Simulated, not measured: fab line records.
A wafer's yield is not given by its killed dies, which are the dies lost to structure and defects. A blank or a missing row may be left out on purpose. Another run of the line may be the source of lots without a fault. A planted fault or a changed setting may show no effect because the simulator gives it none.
Chamber matching    flow n5Finfet    3 sister chambers for N5_BEOL_M5_ILD_DEP_00 on pecvd-03
The step deposits SiCOH lowk from DEMS/porogen, target thk 140.64 nm, time 25.9 s. 3 wafers are shown with their chamber, then 7 later ones without.

WAFERS WITH THEIR CHAMBER
wafer   chamber  throttleValvePct (%)
L080.6  2        12.8
L084.1  1        14.5
L084.2  0        13.6

WAFERS MISSING THEIR CHAMBER
wafer   throttleValvePct (%)
L084.6  14.5
L093.1  12.2
L093.4  13.6
L093.6  14.2
L096.1  12.2
L096.4  14.0
L096.6  13.6

WHICH CHAMBER EACH WENT THROUGH
wafer   from the rows above      in truth
L084.6  1                        1
L093.1  2                        2
L093.4  0                        0
L093.6  can't be placed: 1 or 0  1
L096.1  2                        2
L096.4  can't be placed: 0 or 1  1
L096.6  0                        0
Placed correctly: 5 of 7. Can't be placed from these rows: 2 (the true chamber is among the candidates in 2). Number placed wrongly: 0.
How it was worked out, from the rows above alone: a wafer's distance from a chamber is the root of the sum, over the readings, of the square of ((its reading less the chamber's mean) divided by the reading's scatter). The wafer belongs to the nearest chamber; if the next one is less than 2 further off, it can't be placed. For every chamber, the mean is computed from those of its wafers that are shown. The scatter (one wafer shown for each chamber): square how far every hidden wafer sits from the nearest shown wafer, average those squares and take the square root.
